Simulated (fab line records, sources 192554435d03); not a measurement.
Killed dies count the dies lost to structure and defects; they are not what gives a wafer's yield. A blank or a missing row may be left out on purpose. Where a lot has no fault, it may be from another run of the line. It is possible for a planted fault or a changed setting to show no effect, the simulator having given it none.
fab line records	flow n5-finfet
record lots=7	wafers=18	last-day=21
route steps=1938 shown BEOL_M6@1224 PASSIVATION@1936
lots that met no fault: from a run of the same line without faults
start-h: the number of hours between the record's first day and the start of the first shown wafer of the lot	wait-h: how many hours have passed since the lot's step before this one	" same as the row above	L1.1+2: a row that stands for several wafers	- either no value or no given start	* or withheld: withheld	< > ~ a bound
route shown NAME@n: a module of which the file shows steps, and the number in the route of the first	usual: the fault-free wafers' mean and standard deviation	same: alike in all rows	chamber/n: place in a boat	sites: the reading at each site	_std_site: their standard deviation	_edge_site: mean of outer sites minus mean of inner sites	radius-mm: how far each site lies from the wafer's centre	mask NAME#n: copy n	behind: the most recent tool/chamber to have shaped the wafer	hold: what put the lot on hold/how long, in hours/how the hold closed	device: which transistor (n, p or np) failed to switch	end of line: the same wafers' tests at the end of the route	a step with no rows: only its recipe	killed: at the first sort, the dies lost to defects and structure; wafer yield is something else	map: a wafer's dies, marking killed ones x, the rest . and places with no die _
set.NAME: the setting as run; set.NAME@STEP: as run at that earlier step	model.NAME: the simulator's own value behind a step, which no gauge read
lots at selected steps of the route; one table per step, one row per wafer
services: a tool's chamber out of use, with start hour (start-h, from the record's first day; less than 0 if before it), hours out, and reason
## steps
# step N5_BEOL_M6_EXPOSE_25
# recipe mask-id=V5	na=0.33	source-shape=annular	sigma-inner=0.4	sigma-outer=0.8	polarization=unpolarized	target-cd-nm=40	dose-mj=45
# step N5_BEOL_M6_PEB_26
# recipe peb-temp-c=100	peb-time-s=60	resist=CAR-EUV
# step N5_BEOL_M6_DEVELOP_27
# recipe develop-time-s=30	developer=TMAH	resist=CAR-EUV	rinse-liquid=surfactant-rinse	dry=air-spin	dev-temp-c=23
# step N5_BEOL_M6_CD_MEAS_28
# recipe target-cd-nm=40	landing-energy-ev=500	detector=se-inlens
# usual cd-nm=39.93/0.24
lot.wafer	tool	chamber	start-h	wait-h	cd-nm
L157.1	cd-sem-03	0	289.72	-	39.98
L157.5	"	0	"	"	39.86
L157.6	"	0	"	"	39.94
L160.1	cd-sem-01	0	298.63	-	39.74
L160.3	"	0	"	"	39.41
L160.6	"	0	"	"	39.95
L165.4	cd-sem-02	0	333.08	-	40.13
L165.5	"	0	"	"	40.15
L167.5	cd-sem-02	0	336.93	-	39.48
L167.6	"	0	"	"	40.34
L172.4	cd-sem-02	0	350.85	-	40.07
L172.5	"	0	"	"	39.81
L175.1	cd-sem-02	0	403.53	-	39.53
L175.4	"	0	"	"	39.62
L175.5	"	0	"	"	39.76
L177.3	cd-sem-03	0	405.11	-	39.77
L177.4	"	0	"	"	40.06
L177.5	"	0	"	"	39.94
# step N5_BEOL_M6_OVL_MEAS_29
# recipe points-per-wafer=522
# usual V5_OVL=0.3/0.68
lot.wafer	tool	chamber	start-h	wait-h	V5_OVL[nm]
L157.1	overlay-01	0	289.75	0.0	0.2
L157.5	"	0	"	"	-0.2
L157.6	"	0	"	"	-0.5
L160.1	overlay-01	0	298.66	0.0	-0.7
L160.3	"	0	"	"	-0.1
L160.6	"	0	"	"	-0.4
L165.4	overlay-02	0	333.13	0.0	0.4
L165.5	"	0	"	"	-0.4
L167.5	overlay-01	0	336.97	0.0	0.2
L167.6	"	0	"	"	0.4
L172.4	overlay-01	0	350.89	0.0	0.9
L172.5	"	0	"	"	-0.1
L175.1	overlay-02	0	403.56	0.0	0.7
L175.4	"	0	"	"	0.1
L175.5	"	0	"	"	0.8
L177.3	overlay-02	0	405.15	0.0	1.1
L177.4	"	0	"	"	0.1
L177.5	"	0	"	"	0.7
# step N5_BEOL_M6_INSPECT_30
# recipe mode=adi	inspect-instrument=brightfield
# usual raw-defect-count=383/76
lot.wafer	tool	chamber	start-h	wait-h	raw-defect-count
L157.1	defect-inspect-01	-	289.81	0.1	446
L157.5	"	-	"	"	361
L157.6	"	-	"	"	481
L160.1	defect-inspect-02	-	298.72	0.1	354
L160.3	"	-	"	"	353
L160.6	"	-	"	"	317
L165.4	defect-inspect-01	-	333.17	0.0	474
L165.5	"	-	"	"	412
L167.5	defect-inspect-02	-	337.01	0.0	249
L167.6	"	-	"	"	400
L172.4	defect-inspect-01	-	350.93	0.0	338
L172.5	"	-	"	"	359
L175.1	defect-inspect-01	-	403.62	0.1	270
L175.4	"	-	"	"	297
L175.5	"	-	"	"	279
L177.3	defect-inspect-02	-	405.19	0.0	383
L177.4	"	-	"	"	357
L177.5	"	-	"	"	393
# step N5_BEOL_M6_DESCUM_33
# recipe chemistry=O2	time-s=7	source-power-w=50	bias-power-w=20	pressure-mtorr=20	rf-frequency-hz=2.712e+07	temp-c=40	resist=CAR-EUV	o2-flow-sccm=225
# usual bias-power-w=20.00/0.062	drypump-motor-current-A=5.68/0.2	oes-product-au=0.79/0.076	rf-vpp-V=242.9/1.3	showerhead-plenum-p-Torr=2.07/0.063	throttle-valve-pct=20.46/0.29
# same time-s=7
lot.wafer	tool	chamber	start-h	wait-h	bias-power-w	drypump-motor-current-A	oes-product-au	rf-hours-counter-h	rf-vpp-V	showerhead-plenum-p-Torr	throttle-valve-pct
L157.1	rie-diel-01	1	289.84	0.0	20.08	5.49	0.80	106	244.6	2.17	20.35
L157.5	"	1	"	"	20.07	5.53	0.80	-	246.2	2.17	20.35
L157.6	"	0	"	"	20.02	5.76	0.80	-	241.9	2.00	20.33
L160.1	rie-diel-03	3	298.75	0.0	20.03	5.66	0.77	162	242.7	1.96	20.13
L160.3	"	0	"	"	19.90	5.54	0.68	246	243.2	2.07	20.65
L160.6	"	0	"	"	19.93	5.52	0.68	-	243.9	2.07	20.65
L165.4	rie-diel-01	1	333.21	0.0	19.99	5.57	0.78	122	244.1	2.16	20.36
L165.5	"	0	"	"	19.99	5.74	0.78	-	240.6	2.00	20.37
L167.5	rie-diel-01	2	337.28	0.3	20.04	5.64	0.70	-	242.8	2.06	20.86
L167.6	"	3	"	"	19.97	5.85	0.87	-	240.9	2.02	19.91
L172.4	rie-diel-01	3	350.96	0.0	19.93	5.88	0.86	45	241.9	2.02	19.92
L172.5	"	1	"	"	19.96	5.54	0.78	-	243.2	2.16	20.38
L175.1	rie-diel-04	1	403.80	0.2	19.96	5.94	0.84	72	242.3	2.04	20.32
L175.4	"	0	"	"	20.04	5.86	0.83	-	241.4	2.05	20.70
L175.5	"	2	"	"	19.93	5.40	0.86	-	244.5	2.13	20.30
L177.3	rie-diel-04	0	405.34	0.1	20.04	5.84	0.83	85	242.7	2.05	20.72
L177.4	"	2	"	"	20.11	5.40	0.87	-	243.3	2.13	20.30
L177.5	"	1	"	"	19.95	5.91	0.84	-	241.7	2.04	20.31
# step N5_BEOL_M6_ETCH_72
# recipe chemistry=N2/H2	target=underlayer	target-depth-a=65	mask-material=CAR-EUV	time-s=5.2	ion-energy-ev=200	pressure-mtorr=30	source-w=840	bias-w=150	n2-flow-sccm=200	h2-flow-sccm=200	ends=cleared
# usual drypump-motor-current-A=5.69/0.19	etch-rf-on-time-s=5.21/0.18	oes-product-au=0.67/0.068	rf-vpp-V=523.3/2.5	showerhead-plenum-p-Torr=2.51/0.082	throttle-valve-pct=17.91/0.26
lot.wafer	tool	chamber	start-h	wait-h	drypump-motor-current-A	etch-rf-on-time-s	oes-product-au	rf-hours-counter-h	rf-vpp-V	showerhead-plenum-p-Torr	throttle-valve-pct
L157.1	rie-diel-01	1	289.88	0.0	5.55	5.08	0.70	106	526.6	2.66	17.99
L157.5	"	1	"	"	5.57	5.14	0.69	-	526.6	2.66	17.98
L157.6	"	0	"	"	5.76	5.12	0.68	-	520.4	2.45	17.85
L160.1	rie-diel-03	3	298.78	0.0	5.67	5.39	0.64	162	519.6	2.41	17.66
L160.3	"	0	"	"	5.49	5.01	0.58	246	520.8	2.48	17.84
L160.6	"	0	"	"	5.53	5.10	0.58	-	524.0	2.48	17.87
L165.4	rie-diel-01	1	333.25	0.0	5.56	5.01	0.68	122	529.5	2.66	18.01
L165.5	"	0	"	"	5.74	5.08	0.67	-	521.7	2.44	17.87
L167.5	rie-diel-01	2	337.30	0.0	5.64	5.53	0.59	-	522.8	2.52	18.44
L167.6	"	3	"	"	5.87	5.28	0.75	-	522.1	2.49	17.54
L172.4	rie-diel-01	3	351.00	0.0	5.87	5.25	0.73	45	521.8	2.48	17.55
L172.5	"	1	"	"	5.56	5.05	0.66	-	524.5	2.65	18.05
L175.1	rie-diel-04	1	403.83	0.0	5.91	5.09	0.72	72	523.7	2.48	17.80
L175.4	"	0	"	"	5.85	5.18	0.71	-	523.9	2.45	17.86
L175.5	"	2	"	"	5.44	5.31	0.75	-	524.5	2.60	17.82
L177.3	rie-diel-04	0	405.37	0.0	5.85	4.99	0.71	85	522.7	2.45	17.85
L177.4	"	2	"	"	5.42	5.15	0.74	-	525.3	2.60	17.83
L177.5	"	1	"	"	5.96	4.98	0.74	-	523.4	2.48	17.81
# step N5_BEOL_M6_ETCH_65
# recipe chemistry=CF4	target=SiARC	target-depth-a=156	mask-material=CAR-EUV	time-s=26	ion-energy-ev=80	pressure-mtorr=40	source-w=545	bias-w=36	Ar_flow_sccm=100	cf4-flow-sccm=100	ends=cleared
# usual drypump-motor-current-A=5.68/0.2	etch-rf-on-time-s=26.1/0.88	oes-product-au=0.67/0.068	rf-vpp-V=183.8/1.2	showerhead-plenum-p-Torr=2.12/0.06	throttle-valve-pct=15.66/0.25
lot.wafer	tool	chamber	start-h	wait-h	drypump-motor-current-A	etch-rf-on-time-s	oes-product-au	rf-hours-counter-h	rf-vpp-V	showerhead-plenum-p-Torr	throttle-valve-pct
L157.1	rie-diel-01	1	289.90	0.0	5.55	26.3	0.68	106	184.9	2.24	15.67
L157.5	"	1	"	"	5.53	26.2	0.69	-	185.9	2.24	15.68
L157.6	"	0	"	"	5.75	25.7	0.68	-	182.1	2.07	15.65
L160.1	rie-diel-03	3	298.80	0.0	5.68	26.6	0.65	162	184.0	2.05	15.62
L160.3	"	0	"	"	5.55	24.7	0.59	246	183.9	2.10	15.74
L160.6	"	0	"	"	5.52	24.8	0.59	-	184.5	2.10	15.75
L165.4	rie-diel-01	1	333.27	0.0	5.54	26.0	0.67	122	186.2	2.23	15.74
L165.5	"	0	"	"	5.73	25.1	0.67	-	182.8	2.07	15.70
L167.5	rie-diel-01	2	337.32	0.0	5.63	27.8	0.58	-	184.0	2.12	16.11
L167.6	"	3	"	"	5.89	26.4	0.74	-	183.2	2.11	15.29
L172.4	rie-diel-01	3	351.01	0.0	5.85	26.2	0.73	45	182.2	2.10	15.32
L172.5	"	1	"	"	5.53	25.6	0.66	-	184.6	2.23	15.73
L175.1	rie-diel-04	1	403.85	0.0	5.88	25.4	0.72	72	184.5	2.06	15.39
L175.4	"	0	"	"	5.90	25.6	0.71	-	183.6	2.08	15.73
L175.5	"	2	"	"	5.41	26.2	0.74	-	183.7	2.17	15.42
L177.3	rie-diel-04	0	405.39	0.0	5.85	25.5	0.71	85	183.2	2.08	15.73
L177.4	"	2	"	"	5.43	25.9	0.74	-	184.2	2.17	15.41
L177.5	"	1	"	"	5.92	25.3	0.73	-	182.8	2.06	15.38
# step N5_BEOL_M6_ETCH_66
# recipe chemistry=N2/H2	target=SOC	target-depth-a=800	overetch-a=160	mask-material=SiARC	temp-c=40	time-s=120	ion-energy-ev=200	pressure-mtorr=30	source-w=840	bias-w=150	n2-flow-sccm=200	h2-flow-sccm=200
# usual drypump-motor-current-A=5.68/0.2	oes-product-au=0.61/0.055	rf-vpp-V=523.1/2.3	showerhead-plenum-p-Torr=2.51/0.082	throttle-valve-pct=17.87/0.26
# same time-s=120
lot.wafer	tool	chamber	start-h	wait-h	drypump-motor-current-A	oes-product-au	rf-hours-counter-h	rf-vpp-V	showerhead-plenum-p-Torr	throttle-valve-pct
L157.1	rie-diel-01	1	289.92	0.0	5.53	0.61	106	525.6	2.66	17.93
L157.5	"	1	"	"	5.54	0.61	-	527.7	2.66	17.94
L157.6	"	0	"	"	5.74	0.61	-	521.5	2.45	17.82
L160.1	rie-diel-03	3	298.83	0.0	5.63	0.59	162	521.0	2.41	17.62
L160.3	"	0	"	"	5.53	0.52	246	522.4	2.48	17.80
L160.6	"	0	"	"	5.54	0.52	-	522.8	2.48	17.82
L165.4	rie-diel-01	1	333.29	0.0	5.54	0.60	122	527.8	2.66	17.97
L165.5	"	0	"	"	5.74	0.60	-	521.0	2.44	17.84
L167.5	rie-diel-01	2	337.38	0.0	5.65	0.55	-	523.2	2.52	18.40
L167.6	"	3	"	"	5.87	0.67	-	522.6	2.49	17.50
L172.4	rie-diel-01	3	351.04	0.0	5.87	0.66	45	522.9	2.48	17.51
L172.5	"	1	"	"	5.54	0.59	-	525.7	2.65	17.99
L175.1	rie-diel-04	1	403.88	0.0	5.89	0.64	72	523.1	2.48	17.79
L175.4	"	0	"	"	5.90	0.62	-	521.4	2.45	17.80
L175.5	"	2	"	"	5.42	0.67	-	524.4	2.60	17.79
L177.3	rie-diel-04	0	405.42	0.0	5.85	0.62	85	522.7	2.45	17.80
L177.4	"	2	"	"	5.41	0.66	-	524.7	2.60	17.78
L177.5	"	1	"	"	5.87	0.65	-	522.7	2.48	17.77
# step N5_BEOL_M6_STRIP_69
# recipe chemistry=N2/H2	temp-c=40	n2-flow-sccm=200	h2-flow-sccm=200	rf-frequency-hz=6e+07
# step N5_BEOL_M6_STRIP_73
# recipe chemistry=N2/H2	temp-c=40	n2-flow-sccm=200	h2-flow-sccm=200	rf-frequency-hz=6e+07
# step N5_BEOL_M6_VIA_ETCH_34
# recipe chemistry=C4F6/O2	target=SiCOH_lowk	target-depth-a=1263	mask-material=SOC	taper-deg=4	time-s=50.9	ion-energy-ev=250	pressure-mtorr=30	source-w=345	bias-w=185	Ar_flow_sccm=300	C4F6_flow_sccm=10	O2_flow_sccm=10
# usual drypump-motor-current-A=5.68/0.19	oes_ar_750_au=0.79/0.075	oes-product-au=0.79/0.078	rf-vpp-V=668/26	showerhead-plenum-p-Torr=2.81/0.081	throttle-valve-pct=20.92/0.27
# same time-s=50.9
lot.wafer	tool	chamber	start-h	wait-h	drypump-motor-current-A	oes_ar_750_au	oes-product-au	rf-hours-counter-h	rf-vpp-V	showerhead-plenum-p-Torr	throttle-valve-pct	model.etch.depth-nm	model.SOC_of_BEOL_M6_COAT_63.thk-nm	model.BEOL_M6.cd-nm
L157.1	rie-diel-01	1	290.02	0.0	5.54	0.79	0.81	106	714	2.98	21.00	128.7	54	39.2
L157.5	"	1	"	"	5.52	0.79	0.81	-	713	2.98	21.02	129.6	53.8	39.4
L157.6	"	0	"	"	5.74	0.79	0.80	-	628	2.75	20.93	129.6	54	40
L160.1	rie-diel-03	3	298.93	0.0	5.65	0.77	0.75	162	651	2.74	20.91	122.2	54	40.4
L160.3	"	0	"	"	5.53	0.69	0.68	246	637	2.79	20.96	127.9	53.8	39.8
L160.6	"	0	"	"	5.52	0.70	0.69	-	638	2.79	20.97	127.8	53.8	39.8
L165.4	rie-diel-01	1	333.39	0.0	5.54	0.77	0.78	122	713	2.97	21.04	127.4	53.8	39.4
L165.5	"	0	"	"	5.74	0.79	1.08	-	627	2.75	21.04	205.9	50.2	41
L167.5	rie-diel-01	2	337.46	0.0	5.66	0.70	0.97	-	692	2.82	21.50	197.3	50.4	39.8
L167.6	"	3	"	"	5.89	0.86	0.87	-	688	2.77	20.46	125.2	54	40.2
L172.4	rie-diel-01	3	351.14	0.0	5.84	0.85	0.86	45	690	2.77	20.45	124.6	54	40.2
L172.5	"	1	"	"	5.57	0.77	1.10	-	712	2.97	21.13	211.7	50	40.2
L175.1	rie-diel-04	1	403.98	0.0	5.91	0.85	0.85	72	674	2.73	20.55	128	54.2	39.4
L175.4	"	0	"	"	5.86	0.84	0.82	-	670	2.75	21.02	128.1	54	39.8
L175.5	"	2	"	"	5.42	0.85	0.87	-	679	2.89	20.73	127.8	54	40
L177.3	rie-diel-04	0	405.52	0.0	5.87	0.83	0.82	85	670	2.75	21.00	127.1	53.8	40
L177.4	"	2	"	"	5.42	0.85	0.87	-	679	2.89	20.75	127.4	54	40.2
L177.5	"	1	"	"	5.91	0.86	0.84	-	672	2.73	20.57	128.1	54	39.6
# step N5_BEOL_M6_STRIP_76
# recipe chemistry=C4F6/O2	resist=SiARC	rf-frequency-hz=6e+07
# step N5_PASSIVATION_PROBE_49
# usual defect-limited-yield=90.9/1.6	killed_at_M0_to_M3=37/11	killed_at_M4_up=15/5.6	killed-at-contacts=13/6.4	killed-at-front-end=39/11	killed-at-other=4/3.1	killed-dies=107/19	killed-open=71/14	killed-short=34/7.8	sort_bin_5_function=5.3/1	sort_bin_6_memory=3.4/0.72	sort_bin_8_speed=0.0/0.42	sort-n-pass=1072/20	sort-yield-pct=90.9/1.7
# same gross-dies=1180	killed-at-back-side=0	sort_bin_4_leakage[%]=0
lot.wafer	tool	chamber	start-h	wait-h	defect-limited-yield[%]	killed_at_M0_to_M3	killed_at_M4_up	killed-at-contacts	killed-at-front-end	killed-at-other	killed-dies	killed-open	killed-short	sort_bin_5_function[%]	sort_bin_6_memory[%]	sort_bin_8_speed[%]	sort-n-pass	sort-yield-pct[%]
L157.1	prober-01	-	370.48	0.0	90.8	35	24	5	43	1	108	72	32	5.4	3.4	0	1072	90.8
L157.5	prober-01	-	370.68	0.2	92.5	32	11	9	32	4	88	47	40	4.4	2.6	0	1092	92.5
L157.6	prober-01	-	370.73	0.3	90.6	32	12	11	55	1	111	55	42	4.7	3.7	0	1069	90.6
L160.1	prober-01	-	376.86	0.0	91.2	29	17	24	32	2	104	67	30	4.7	3.9	0	1076	91.2
L160.3	prober-01	-	376.96	0.1	89.9	34	15	22	47	1	119	77	38	5.8	3.7	0	1061	89.9
L160.6	prober-01	-	377.11	0.3	91.9	30	13	17	35	1	96	53	37	4.9	3.0	0	1084	91.9
# killed by level:class
L157.1 BEOL_M4:geometric-particle:open=12 BEOL_M2:geometric-particle:open=10 STI_FIN_REVEAL:geometric-particle:open=9 BEOL_M0_SAQP:geometric-particle:short=7 BEOL_M1:geometric-particle:open=7 BEOL_M0_SAQP:geometric-particle:open=6 FIN_SAQP:geometric-particle:short=5 STARTING-WAFER:geometric-particle:open=5
L157.5 BEOL_M3:geometric-particle:open=10 MOL_CONTACT_COAG:geometric-particle:open=7 BEOL_M0_SAQP:geometric-particle:short=7 STI_FIN_REVEAL:geometric-particle:short=5 GATE_CUT:geometric-particle:short=5 FIN_SAQP:geometric-particle:short=4 BEOL_M5:geometric-particle:open=4 BEOL_M2:geometric-particle:open=4
L157.6 FIN_SAQP:geometric-particle:short=14 BEOL_M4:geometric-particle:open=8 FIN_SAQP:geometric-particle:open=7 MOL_CONTACT_COAG:geometric-particle:open=7 BEOL_M0_SAQP:geometric-particle:open=7 BEOL_M0_SAQP:geometric-particle:short=7 HKMG_FIN:area-etch=7 GATE_CUT:geometric-particle:short=6
L160.1 MOL_CONTACT_COAG:geometric-particle:open=18 BEOL_M1:geometric-particle:open=11 GATE_CUT:geometric-particle:short=7 GATE_CUT:geometric-particle:open=6 MOL_CONTACT_COAG:geometric-particle:short=6 FIN_SAQP:geometric-particle:short=5 DUMMY_GATE:geometric-particle:open=5 FIN_SAQP:geometric-particle:open=4
L160.3 MOL_CONTACT_COAG:geometric-particle:open=18 BEOL_M1:geometric-particle:open=11 FIN_SAQP:geometric-particle:short=9 FIN_SAQP:geometric-particle:open=9 STI_FIN_REVEAL:geometric-particle:open=8 BEOL_M0_SAQP:geometric-particle:short=8 GATE_CUT:geometric-particle:short=6 BEOL_M3:geometric-particle:open=5
L160.6 MOL_CONTACT_COAG:geometric-particle:open=13 BEOL_M0_SAQP:geometric-particle:short=9 FIN_SAQP:geometric-particle:short=6 STI_FIN_REVEAL:geometric-particle:open=5 GATE_CUT:geometric-particle:short=5 BEOL_M0_SAQP:geometric-particle:open=5 BEOL_M1:geometric-particle:open=5 FIN_SAQP:geometric-particle:open=4
## services
tool	chamber	start-h	hours	kind
rie-diel-03	3	289.92	5.3	repair
rie-diel-04	0	298.90	4.3	repair
rie-diel-03	0	309.46	-	clean
rie-diel-03	0	309.46	-	consumable-replace:focus-ring
rie-diel-03	0	309.46	30.7	scheduled-down
rie-diel-03	0	309.46	30.7	vent-cycle
rie-diel-04	2	332.82	4.0	repair
rie-diel-03	2	390.73	-	clean
rie-diel-03	2	390.73	-	consumable-replace:focus-ring
rie-diel-03	2	390.73	25.9	scheduled-down
rie-diel-03	2	390.73	25.9	vent-cycle
rie-diel-01	0	394.03	3.4	repair
rie-diel-04	3	403.00	26.1	repair
## key
first-sign step=N5_BEOL_M6_VIA_ETCH_34	reading=oes-product-au	direction=up	sigmas=3.4	usual=0.79	struck=1.05
effect none on later readings
model-effect step=N5_BEOL_M6_VIA_ETCH_34	value=etch.depth-nm	without=124.8	struck=205
met-at N5_BEOL_M6_VIA_ETCH_34
struck-wafers L165.5,L167.5,L172.5
onset-between 290.02 333.39
fault kind=process-parameter-drift	tool=rie-diel-01	chamber=-	onset-h=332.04	steps=N5_BEOL_M6_VIA_ETCH_34	channel=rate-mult	offset=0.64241	shape=step	end-h=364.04	scope=struck-wafers-only
